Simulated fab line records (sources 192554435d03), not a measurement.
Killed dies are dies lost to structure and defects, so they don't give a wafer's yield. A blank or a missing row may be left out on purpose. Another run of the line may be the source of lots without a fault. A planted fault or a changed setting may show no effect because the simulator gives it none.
fab line records -- flow n5_finfet
[record] lots = 9, wafers = 27, last_day = 18
route steps=1938 shown BEOL_M2@876 BEOL_M4@1111 PASSIVATION@1936
lots with no fault: from the same line, run without faults
start_h: hours from the record's first day to the start of the lot's first wafer shown -- wait_h: how many hours have passed since the lot's step before this one -- " identical to the entry in the row above -- L1.1+2: one row covering several wafers at once -- - no value present, or no start provided -- * or withheld: withheld -- < > ~ a bound
route shown NAME@n: a module of which the file shows steps, and the number in the route of the first -- usual: the fault-free wafers' mean and standard deviation -- same: alike in all rows -- chamber/n: place in a boat -- sites: each site's reading -- _std_site: their standard deviation -- _edge_site: inner sites' mean taken away from outer sites' mean -- radius_mm: how far each site lies from the wafer's centre -- mask NAME#n: copy n -- behind: the last tool/chamber to shape the wafer -- hold: why the lot went on hold/how many hours it stayed there/how the hold came to an end -- device: which transistor (n, p or np) failed to switch -- end of line: the tests these same wafers got at the end of their route -- where a step has no rows: the recipe by itself -- killed: dies that structure and defects cost at the first sort, which is not the same as the wafer's yield -- map: per-die view of a wafer (x killed, . not killed, _ where there is no die)
set.NAME: the setting as run; set.NAME@STEP: as run at that earlier step -- model.NAME: the simulator's own value behind a step, which no gauge read
the route's steps for a sample of lots (tables are steps, rows are wafers)
services: from which hour (start_h, from the record's first day; less than 0 if before it) a tool's chamber was out of use, for how many hours, and why
[[steps]]
[step N5_BEOL_M2_CD_MEAS_28]
[recipe] target_cd_nm = 26.2, landing_energy_ev = 500, detector = se_inlens, target_cd_y_nm = 24.1, polarity = opening
[usual] cd_nm = 26.16/0.21
[same] landing_energy_ev = 500
lot.wafer,tool,chamber,start_h,wait_h,cd_nm
L513.2,cd_sem-03,0,141.71,-,25.86
L513.4,cd_sem-03,0,141.71,-,26.03
L513.6,cd_sem-03,0,141.71,-,26.18
L515.2,cd_sem-02,0,161.27,-,26.47
L515.3,cd_sem-02,0,161.27,-,26.49
L515.4,cd_sem-02,0,161.27,-,26.06
L520.2,cd_sem-03,0,188.02,-,25.90
L520.4,cd_sem-03,0,188.02,-,26.48
L520.5,cd_sem-03,0,188.02,-,26.48
L522.2,cd_sem-02,0,206.85,-,25.87
L522.3,cd_sem-02,0,206.85,-,26.40
L522.4,cd_sem-02,0,206.85,-,26.36
L526.1,cd_sem-03,0,219.01,-,26.29
L526.2,cd_sem-03,0,219.01,-,26.17
L526.3,cd_sem-03,0,219.01,-,26.10
L528.2,cd_sem-01,0,239.12,-,26.24
L528.3,cd_sem-01,0,239.12,-,26.18
L528.5,cd_sem-01,0,239.12,-,25.99
L530.1,cd_sem-01,0,243.22,-,26.24
L530.2,cd_sem-01,0,243.22,-,26.13
L530.5,cd_sem-01,0,243.22,-,26.27
L532.1,cd_sem-03,0,255.15,-,26.31
L532.3,cd_sem-03,0,255.15,-,26.40
L532.5,cd_sem-03,0,255.15,-,26.30
L533.1,cd_sem-02,0,277.55,-,25.92
L533.3,cd_sem-02,0,277.55,-,25.96
L533.5,cd_sem-02,0,277.55,-,26.06
[step N5_BEOL_M2_ETCHBACK_99]
[recipe] chemistry = CHF3, target = SiO2, target_depth_a = 50, time_s = 10.4, source_w = 215, bias_w = 47, Ar_flow_sccm = 200, CHF3_flow_sccm = 12, ion_energy_ev = 100, pressure_mtorr = 30
[usual] drypump_motor_current_A = 6.1/0.36, oes_product_au = 0.81/0.092, rf_vpp_V = 242/3.1, showerhead_plenum_p_Torr = 2.15/0.058, throttle_valve_pct = 17.11/0.27
lot.wafer,tool,chamber,start_h,wait_h,drypump_motor_current_A,oes_product_au,rf_hours_counter_h,rf_vpp_V,showerhead_plenum_p_Torr,throttle_valve_pct
L513.2,rie_diel-04,3,151.40,9.0,6.3,0.67,237,237,2.04,17.49
L513.4,rie_diel-04,3,151.40,9.0,6.3,0.68,-,238,2.04,17.50
L513.6,rie_diel-04,1,151.40,9.0,6.0,0.71,-,240,2.14,17.05
L515.2,rie_diel-05,1,161.64,0.1,6.3,0.68,245,244,2.12,17.47
L515.3,rie_diel-05,0,161.64,0.1,6.1,0.85,66,242,2.10,16.78
L515.4,rie_diel-05,3,161.64,0.1,6.2,0.71,203,245,2.22,17.45
L520.2,rie_diel-05,2,192.78,3.3,6.3,0.80,87,238,2.09,16.82
L520.4,rie_diel-05,2,192.78,3.3,6.3,0.80,-,237,2.09,16.83
L520.5,rie_diel-05,3,192.78,3.3,6.2,0.70,-,245,2.22,17.47
L522.2,rie_diel-04,0,208.68,1.5,5.4,0.97,8,244,2.21,16.72
L522.3,rie_diel-04,3,208.68,1.5,6.3,0.98,2,240,2.30,17.06
L522.4,rie_diel-04,1,208.68,1.5,6.1,0.69,202,241,2.13,17.09
L526.1,rie_diel-04,3,228.13,8.4,6.3,0.93,8,240,2.29,17.07
L526.2,rie_diel-04,0,228.13,8.4,5.4,0.94,14,243,2.20,16.73
L526.3,rie_diel-04,1,228.13,8.4,6.0,0.69,208,241,2.13,17.11
L528.2,rie_diel-05,3,244.07,3.8,6.2,0.70,232,245,2.21,17.51
L528.3,rie_diel-05,2,244.07,3.8,6.3,0.78,106,235,2.08,16.87
L528.5,rie_diel-05,3,244.07,3.8,6.2,0.69,-,246,2.21,17.49
L530.1,rie_diel-04,0,246.87,3.2,5.4,0.92,21,244,2.20,16.76
L530.2,rie_diel-04,1,246.87,3.2,6.0,0.68,216,239,2.13,17.14
L530.5,rie_diel-04,0,246.87,3.2,5.4,0.92,-,245,2.20,16.75
L532.1,rie_diel-05,0,271.77,16.3,6.0,0.79,105,242,2.08,16.85
L532.3,rie_diel-05,2,271.77,16.3,6.3,0.77,115,237,2.08,16.89
L532.5,rie_diel-05,3,271.77,16.3,6.2,0.68,-,245,2.21,17.53
L533.1,rie_diel-05,3,279.29,0.4,6.2,0.69,243,244,2.21,17.52
L533.3,rie_diel-05,0,279.29,0.4,6.0,0.80,108,242,2.08,16.85
L533.5,rie_diel-05,0,279.29,0.4,6.1,0.80,-,240,2.08,16.86
[step N5_BEOL_M2_VIA_ETCH_34]
[recipe] chemistry = C4F6/O2, target_depth_a = 694, mask_material = SOC, pressure_mtorr = 15, ion_energy_ev = 250, taper_deg = 4, time_s = 65.9, source_w = 350, bias_w = 170, Ar_flow_sccm = 300, C4F6_flow_sccm = 10, O2_flow_sccm = 10
[usual] drypump_motor_current_A = 6.1/0.36, oes_f_703_au = 0.81/0.089, oes_o_777_au = 0.80/0.089, oes_product_au = 0.81/0.093, rf_fwd_power_W = 347.1/1.7, rf_vpp_V = 668/8.2, showerhead_plenum_p_Torr = 2.84/0.074, throttle_valve_pct = 30.83/0.25
lot.wafer,tool,chamber,start_h,wait_h,drypump_motor_current_A,oes_f_703_au,oes_o_777_au,oes_product_au,rf_fwd_power_W,rf_hours_counter_h,rf_vpp_V,showerhead_plenum_p_Torr,throttle_valve_pct
L513.2,rie_diel-04,3,151.54,0.0,6.3,0.70,0.70,0.68,350.6,237,656,2.69,31.11
L513.4,rie_diel-04,3,151.54,0.0,6.3,0.70,0.70,0.67,347.7,-,656,2.69,31.11
L513.6,rie_diel-04,1,151.54,0.0,6.0,0.71,0.72,0.71,349.1,-,663,2.83,30.70
L515.2,rie_diel-05,1,161.79,0.0,6.2,0.68,0.68,0.69,346.3,245,672,2.80,31.01
L515.3,rie_diel-05,0,161.79,0.0,6.1,0.83,0.82,0.84,343.6,66,671,2.77,30.62
L515.4,rie_diel-05,3,161.79,0.0,6.2,0.71,0.71,0.72,347.3,203,678,2.93,31.14
L520.2,rie_diel-05,2,192.99,0.0,6.3,0.81,0.81,0.79,347.8,87,654,2.76,30.54
L520.4,rie_diel-05,2,192.99,0.0,6.3,0.81,0.81,0.80,346.7,-,656,2.76,30.53
L520.5,rie_diel-05,3,192.99,0.0,6.2,0.70,0.70,0.71,345.8,-,679,2.93,31.16
L522.2,rie_diel-04,0,208.82,0.0,5.4,0.95,0.95,0.96,347.6,8,675,2.91,30.56
L522.3,rie_diel-04,3,208.82,0.0,6.3,0.98,0.97,0.97,345.6,2,666,3.03,30.86
L522.4,rie_diel-04,1,208.82,0.0,6.1,0.69,0.70,0.69,347.6,203,662,2.82,30.73
L526.1,rie_diel-04,3,228.27,0.0,6.3,1.20,1.21,1.00,431.6,8,600,3.02,30.90
L526.2,rie_diel-04,0,228.27,0.0,5.4,1.20,1.19,1.00,430.6,14,610,2.91,30.58
L526.3,rie_diel-04,1,228.27,0.0,6.0,0.88,0.88,0.72,433.7,208,597,2.81,30.71
L528.2,rie_diel-05,3,244.22,0.0,6.2,0.69,0.69,0.70,345.4,232,678,2.92,31.18
L528.3,rie_diel-05,2,244.22,0.0,6.3,0.80,0.78,0.78,347.2,106,653,2.75,30.56
L528.5,rie_diel-05,3,244.22,0.0,6.2,0.68,0.69,0.69,344.6,-,677,2.92,31.16
L530.1,rie_diel-04,0,247.01,0.0,5.4,1.17,1.16,0.98,430.0,21,608,2.91,30.58
L530.2,rie_diel-04,1,247.01,0.0,6.0,0.88,0.87,0.71,431.9,217,597,2.81,30.74
L530.5,rie_diel-04,0,247.01,0.0,5.4,1.17,1.16,0.98,431.4,-,609,2.91,30.57
L532.1,rie_diel-05,0,271.91,0.0,6.0,0.79,0.78,0.81,345.1,105,670,2.76,30.64
L532.3,rie_diel-05,2,271.91,0.0,6.3,0.78,0.79,0.77,347.9,115,654,2.75,30.55
L532.5,rie_diel-05,3,271.91,0.0,6.2,0.68,0.68,0.68,344.4,-,677,2.92,31.18
L533.1,rie_diel-05,3,279.43,0.0,6.2,0.68,0.68,0.68,345.6,243,677,2.91,31.19
L533.3,rie_diel-05,0,279.43,0.0,6.0,0.79,0.79,0.79,343.5,108,671,2.75,30.63
L533.5,rie_diel-05,0,279.43,0.0,6.0,0.79,0.78,0.80,344.0,-,671,2.75,30.62
[step N5_BEOL_M2_DEGAS_44]
[recipe] ambient = vacuum, temp_c = 250, time_s = 60
[usual] heater_power_w = 339/38, susceptor_temp_C = 249.99/0.17
lot.wafer,tool,chamber,start_h,wait_h,heater_power_w,susceptor_temp_C
L513.2,pvd_sputter-03,-,152.35,0.4,404,250.05
L513.4,pvd_sputter-03,-,152.35,0.4,347,249.93
L513.6,pvd_sputter-03,-,152.35,0.4,298,250.24
L515.2,pvd_sputter-01,-,163.50,1.3,334,250.05
L515.3,pvd_sputter-01,-,163.50,1.3,339,250.11
L515.4,pvd_sputter-01,-,163.50,1.3,300,249.64
L520.2,pvd_sputter-03,-,193.83,0.3,335,249.74
L520.4,pvd_sputter-03,-,193.83,0.3,389,250.15
L520.5,pvd_sputter-03,-,193.83,0.3,342,249.91
L522.2,pvd_sputter-02,-,209.44,0.2,297,249.80
L522.3,pvd_sputter-02,-,209.44,0.2,361,249.89
L522.4,pvd_sputter-02,-,209.44,0.2,327,250.01
L526.1,pvd_sputter-03,-,228.95,0.2,340,249.60
L526.2,pvd_sputter-03,-,228.95,0.2,294,250.03
L526.3,pvd_sputter-03,-,228.95,0.2,401,249.71
L528.2,pvd_sputter-02,-,245.15,0.5,340,249.92
L528.3,pvd_sputter-02,-,245.15,0.5,288,250.17
L528.5,pvd_sputter-02,-,245.15,0.5,300,250.07
L530.1,pvd_sputter-02,-,247.55,0.1,330,249.76
L530.2,pvd_sputter-02,-,247.55,0.1,367,249.95
L530.5,pvd_sputter-02,-,247.55,0.1,293,249.96
L532.1,pvd_sputter-03,-,272.52,0.1,295,250.07
L532.3,pvd_sputter-03,-,272.52,0.1,389,250.28
L532.5,pvd_sputter-03,-,272.52,0.1,341,249.97
L533.1,pvd_sputter-03,-,280.74,0.9,396,250.05
L533.3,pvd_sputter-03,-,280.74,0.9,302,249.84
L533.5,pvd_sputter-03,-,280.74,0.9,388,249.99
[step N5_BEOL_M4_RC_MEAS_101]
[usual] DIBL_N = 36.5/1.4, DIBL_P = 36.9/1.7, IOFF_N = 0.163/0.023, IOFF_P = 0.22/0.032, ION_N = 673/9, ION_P = 462/7.5, SS_N = 71.6/0.54, SS_P = 73.4/0.62, VT_N = 249.8/2.8, VT_P = -250/3.5
lot.wafer,tool,chamber,start_h,wait_h,DIBL_N[mV/V],DIBL_P[mV/V],IOFF_N[nA/um],IOFF_P[nA/um],ION_N[uA/um],ION_P[uA/um],SS_N[mV/dec],SS_P[mV/dec],VT_N[mV],VT_P[mV]
L513.2,prober-02,0,182.56,0.2,36.8,36.5,0.161,0.26,684,479,71.6,73.5,249.2,-243
L513.4,prober-02,0,182.56,0.2,37.5,36.5,0.173,0.25,680,475,72.0,73.7,247.9,-248
L513.6,prober-02,0,182.56,0.2,38.1,37.9,0.186,0.29,689,482,71.9,73.7,245.9,-244
L515.2,prober-01,0,188.16,0.2,37.6,36.9,0.182,0.29,679,470,71.9,72.8,247.3,-242
L515.3,prober-01,0,188.16,0.2,37.0,35.2,0.159,0.25,663,466,72.1,73.0,249.2,-245
L515.4,prober-01,0,188.16,0.2,36.0,35.0,0.147,0.25,675,472,71.5,72.7,251.0,-243
L520.2,prober-02,0,216.07,0.2,33.7,34.2,0.114,0.14,642,441,71.0,72.4,256.7,-258
L520.4,prober-02,0,216.07,0.2,35.0,37.2,0.146,0.18,671,453,71.8,72.6,250.6,-256
L520.5,prober-02,0,216.07,0.2,35.0,36.4,0.137,0.17,670,453,71.4,73.4,253.7,-256
L522.2,prober-02,0,246.91,0.2,37.1,38.5,0.184,0.22,680,458,71.3,74.1,245.7,-253
L522.3,prober-02,0,246.91,0.2,36.3,37.9,0.174,0.21,664,456,72.3,73.2,247.0,-251
L522.4,prober-02,0,246.91,0.2,36.3,36.7,0.162,0.20,667,450,72.1,73.7,249.6,-253
L526.1,prober-01,0,250.54,0.0,37.3,38.5,0.196,0.24,682,462,71.8,74.2,245.1,-249
L526.2,prober-01,0,250.54,0.0,38.3,39.0,0.204,0.25,694,464,71.9,74.2,244.8,-248
L526.3,prober-01,0,250.54,0.0,36.1,36.6,0.161,0.22,687,469,70.9,74.0,248.7,-249
L528.2,prober-02,0,276.68,0.2,36.8,38.5,0.174,0.21,686,462,71.9,73.5,247.8,-251
L528.3,prober-02,0,276.68,0.2,36.8,38.7,0.182,0.24,684,470,71.7,73.6,248.8,-248
L528.5,prober-02,0,276.68,0.2,37.8,40.1,0.198,0.25,688,467,72.4,73.6,244.6,-246
L530.1,prober-01,0,277.93,0.0,33.6,35.0,0.123,0.19,658,461,70.9,72.6,255.1,-251
L530.2,prober-01,0,277.93,0.0,35.3,36.8,0.146,0.21,678,464,71.4,73.4,253.1,-252
L530.5,prober-01,0,277.93,0.0,33.0,34.3,0.114,0.18,657,461,71.1,73.1,255.0,-256
L532.1,prober-01,0,307.65,0.0,32.4,32.4,0.116,0.17,662,457,70.1,72.2,252.3,-253
L532.3,prober-01,0,307.65,0.0,33.6,34.1,0.125,0.18,672,472,70.4,72.7,252.2,-251
L532.5,prober-01,0,307.65,0.0,33.5,33.6,0.126,0.17,670,458,70.2,72.0,247.5,-254
L533.1,prober-02,0,309.87,0.0,37.4,36.8,0.154,0.21,669,464,71.8,73.0,251.2,-249
L533.3,prober-02,0,309.87,0.0,35.0,33.4,0.117,0.16,668,456,71.4,72.8,254.7,-253
L533.5,prober-02,0,309.87,0.0,37.4,36.2,0.156,0.20,664,455,71.9,73.4,252.8,-249
[step N5_PASSIVATION_PROBE_49]
[usual] defect_limited_yield = 91.2/1.4, killed_at_M0_to_M3 = 35/11, killed_at_M4_up = 12/4.2, killed_at_contacts = 13/5.6, killed_at_front_end = 40/12, killed_at_other = 3.3/2.6, killed_dies = 103/17, killed_open = 68/12, killed_short = 34/7.6, sort_bin_5_function = 5.1/0.95, sort_bin_6_memory = 3.3/0.68, sort_bin_8_speed = 0.00/0.007, sort_n_pass = 1077/17, sort_yield_pct = 91.2/1.4
[same] gross_dies = 1180, killed_at_back_side = 0, sort_bin_4_leakage[%] = 0
lot.wafer,tool,chamber,start_h,wait_h,defect_limited_yield[%],killed_at_M0_to_M3,killed_at_M4_up,killed_at_contacts,killed_at_front_end,killed_at_other,killed_dies,killed_open,killed_short,sort_bin_5_function[%],sort_bin_6_memory[%],sort_bin_8_speed[%],sort_n_pass,sort_yield_pct[%]
L513.2,prober-02,-,291.14,0.1,92.7,18,19,4,38,7,86,53,27,3.4,3.3,0,1094,92.7
L513.4,prober-02,-,291.24,0.2,91.4,30,12,15,38,6,101,73,28,5.6,2.8,0,1079,91.4
L513.6,prober-02,-,291.34,0.3,91.4,29,10,10,46,6,101,55,46,4.8,3.1,0,1079,91.4
L515.2,prober-01,-,298.15,0.1,90.1,47,12,23,33,2,117,72,41,6.1,3.0,0,1063,90.1
L515.3,prober-01,-,298.20,0.1,91.9,33,13,22,23,4,95,60,31,4.5,3.2,0,1085,91.9
L515.4,prober-01,-,298.25,0.2,90.4,30,13,27,42,1,113,58,53,5.7,3.6,0,1067,90.4
L526.1,prober-01,-,349.13,0.0,93.5,27,5,11,26,8,77,61,16,4.1,2.5,0,1103,93.5
L526.2,prober-01,-,349.18,0.1,91.3,28,11,17,42,5,103,66,36,4.7,3.5,0,1077,91.3
L526.3,prober-01,-,349.23,0.1,92.7,18,9,11,47,1,86,57,27,5.0,1.9,0,1094,92.7
L522.2,prober-01,-,351.15,0.1,89.0,54,12,4,55,5,130,88,40,6.6,4.4,0,1050,89.0
L522.3,prober-01,-,351.20,0.1,91.4,36,7,7,43,9,102,69,33,5.6,2.7,0,1078,91.4
L522.4,prober-01,-,351.25,0.2,90.8,36,6,12,49,5,108,73,34,5.8,2.7,0,1072,90.8
L533.1,prober-01,-,428.32,0.0,91.4,23,24,8,39,8,102,64,36,5.3,3.0,0,1078,91.4
L533.3,prober-01,-,428.42,0.1,89.5,42,17,12,45,8,124,74,49,5.9,4.2,0,1056,89.5
L533.5,prober-01,-,428.52,0.2,88.3,49,14,19,55,1,138,90,45,6.0,5.3,0,1042,88.3
// killed by level:class
L513.2 BEOL_M4:geometric_particle:open=12 FIN_SAQP:geometric_particle:open=8 BEOL_M1:geometric_particle:open=6 HKMG_FIN:area_etch=6 STI_FIN_REVEAL:geometric_particle:open=4 GATE_CUT:geometric_particle:short=4 MOL_CONTACT_COAG:geometric_particle:open=4 BEOL_M1:geometric_particle:short=4
L513.4 BEOL_M2:geometric_particle:open=13 MOL_CONTACT_COAG:geometric_particle:open=11 FIN_SAQP:geometric_particle:open=8 BEOL_M4:geometric_particle:open=8 BEOL_M3:geometric_particle:open=7 FIN_SAQP:geometric_particle:short=6 BEOL_M1:geometric_particle:open=5 GATE_CUT:geometric_particle:short=4
L513.6 FIN_SAQP:geometric_particle:short=13 BEOL_M2:geometric_particle:open=10 GATE_CUT:geometric_particle:short=9 MOL_CONTACT_COAG:geometric_particle:open=7 GATE_CUT:geometric_particle:open=6 BEOL_M1:geometric_particle:short=6 BEOL_M0:geometric_particle:short=5 BEOL_M4:geometric_particle:open=5
L515.2 MOL_CONTACT_COAG:geometric_particle:open=19 BEOL_M0_SAQP:geometric_particle:short=13 BEOL_M3:geometric_particle:open=9 BEOL_M2:geometric_particle:open=7 BEOL_M0_SAQP:geometric_particle:open=5 FIN_SAQP:geometric_particle:short=4 DUMMY_GATE:geometric_particle:open=4 MOL_CONTACT_COAG:geometric_particle:short=4
L515.3 MOL_CONTACT_COAG:geometric_particle:open=14 BEOL_M3:geometric_particle:open=12 MOL_CONTACT_COAG:geometric_particle:short=8 GATE_CUT:geometric_particle:short=6 BEOL_M2:geometric_particle:open=6 BEOL_M0_SAQP:geometric_particle:short=4 BEOL_M4:geometric_particle:open=4 BEOL_M0_SAQP:geometric_particle:open=3
L515.4 MOL_CONTACT_COAG:geometric_particle:open=14 FIN_SAQP:geometric_particle:short=13 MOL_CONTACT_COAG:geometric_particle:short=13 BEOL_M0_SAQP:geometric_particle:short=11 FIN_SAQP:geometric_particle:open=8 BEOL_M0_SAQP:geometric_particle:open=8 STI_FIN_REVEAL:geometric_particle:open=4 GATE_CUT:geometric_particle:short=4
L526.1 BEOL_M1:geometric_particle:open=11 STI_FIN_REVEAL:geometric_particle:open=10 MOL_CONTACT_COAG:geometric_particle:open=8 BEOL_M2:geometric_particle:open=5 BEOL_M0_SAQP:geometric_particle:short=4 MIM_TOP_ETCH:geometric_particle:open=4 BEOL_M3:geometric_particle:open=4 FIN_SAQP:geometric_particle:open=3
L526.2 MOL_CONTACT_COAG:geometric_particle:open=15 STI_FIN_REVEAL:geometric_particle:open=14 BEOL_M0_SAQP:geometric_particle:short=9 FIN_SAQP:geometric_particle:open=7 FIN_SAQP:geometric_particle:short=5 BEOL_M0_SAQP:geometric_particle:open=5 BEOL_M4:geometric_particle:open=5 BEOL_M2:geometric_particle:open=4
L526.3 FIN_SAQP:geometric_particle:short=14 FIN_SAQP:geometric_particle:open=10 MOL_CONTACT_COAG:geometric_particle:open=9 BEOL_M3:geometric_particle:open=7 GATE_CUT:geometric_particle:open=6 BEOL_M0_SAQP:geometric_particle:open=6 GATE_CUT:geometric_particle:short=3 BEOL_M4:geometric_particle:open=3
L522.2 FIN_SAQP:geometric_particle:short=16 BEOL_M0_SAQP:geometric_particle:open=15 BEOL_M2:geometric_particle:open=15 FIN_SAQP:geometric_particle:open=10 BEOL_M1:geometric_particle:open=9 STI_FIN_REVEAL:geometric_particle:open=7 BEOL_M0_SAQP:geometric_particle:short=5 DUMMY_GATE:geometric_particle:open=4
L522.3 FIN_SAQP:geometric_particle:open=12 STI_FIN_REVEAL:geometric_particle:open=9 BEOL_M0_SAQP:geometric_particle:open=9 BEOL_M2:geometric_particle:open=9 FIN_SAQP:geometric_particle:short=8 MIM_BOT:geometric_particle:open=6 MOL_CONTACT_COAG:geometric_particle:open=5 BEOL_M2:geometric_particle:short=5
L522.4 FIN_SAQP:geometric_particle:open=11 STI_FIN_REVEAL:geometric_particle:open=10 MOL_CONTACT_COAG:geometric_particle:open=9 FIN_SAQP:geometric_particle:short=8 BEOL_M2:geometric_particle:open=8 BEOL_M0:geometric_particle:open=7 GATE_CUT:geometric_particle:short=6 BEOL_M1:geometric_particle:open=5
L533.1 FIN_SAQP:geometric_particle:open=10 BEOL_M4:geometric_particle:short=9 BEOL_M3:geometric_particle:open=7 GATE_CUT:geometric_particle:short=6 MOL_CONTACT_COAG:geometric_particle:open=6 DUMMY_GATE:geometric_particle:open=5 FIN_SAQP:geometric_particle:short=4 STI_FIN_REVEAL:geometric_particle:open=4
L533.3 BEOL_M0_SAQP:geometric_particle:open=15 BEOL_M0_SAQP:geometric_particle:short=12 STI_FIN_REVEAL:geometric_particle:open=10 FIN_SAQP:geometric_particle:short=9 MOL_CONTACT_COAG:geometric_particle:open=9 GATE_CUT:geometric_particle:short=7 BEOL_M4:geometric_particle:short=6 FIN_SAQP:geometric_particle:open=5
L533.5 MOL_CONTACT_COAG:geometric_particle:open=16 STI_FIN_REVEAL:geometric_particle:open=13 FIN_SAQP:geometric_particle:open=10 BEOL_M2:geometric_particle:open=10 BEOL_M1:geometric_particle:open=9 BEOL_M0_SAQP:geometric_particle:open=8 FIN_SAQP:geometric_particle:short=7 GATE_CUT:geometric_particle:short=7
[[services]]
tool,chamber,start_h,hours,kind
rie_diel-04,2,149.43,-,clean
rie_diel-04,2,149.43,-,consumable_replace:focus_ring
rie_diel-04,2,149.43,24.1,scheduled_down
rie_diel-04,2,149.43,24.1,vent_cycle
rie_diel-04,0,154.52,2.4,repair
rie_diel-04,0,161.59,5.3,repair
rie_diel-04,0,173.53,-,clean
rie_diel-04,0,173.53,-,consumable_replace:focus_ring
rie_diel-04,0,173.53,14.9,scheduled_down
rie_diel-04,0,173.53,14.9,vent_cycle
rie_diel-05,1,177.38,-,clean
rie_diel-05,1,177.38,-,consumable_replace:focus_ring
rie_diel-05,1,177.38,21.6,scheduled_down
rie_diel-05,1,177.38,21.6,vent_cycle
rie_diel-04,3,188.51,-,clean
rie_diel-04,3,188.51,-,consumable_replace:focus_ring
rie_diel-04,3,188.51,-,consumable_replace:showerhead
rie_diel-04,3,188.51,14.8,scheduled_down
rie_diel-04,3,188.51,14.8,vent_cycle
rie_diel-05,3,202.56,13.1,repair
[[key]]
[first_sign] step = N5_BEOL_M2_VIA_ETCH_34, reading = rf_fwd_power_W, direction = up, sigmas = 49, usual = *, struck = *
[effect] step = N5_BEOL_M2_VIA_ETCH_34, reading = rf_vpp_V, direction = down, sigmas = 7.9, usual = 668, struck = 604
met_at N5_BEOL_M2_VIA_ETCH_34
struck_lots L526,L530
not_acting_at N5_BEOL_M2_CD_MEAS_28,N5_BEOL_M2_ETCHBACK_99,N5_BEOL_M2_DEGAS_44
onset_between 208.82 228.27
[fault] kind = process_parameter_drift, tool = rie_diel-04, chamber = -, onset_h = 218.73, steps = N5_BEOL_M2_VIA_ETCH_34, channel = source_w, offset = 84, shape = step, end_h = 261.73, acts_in = these_recipes_only, stated = 350
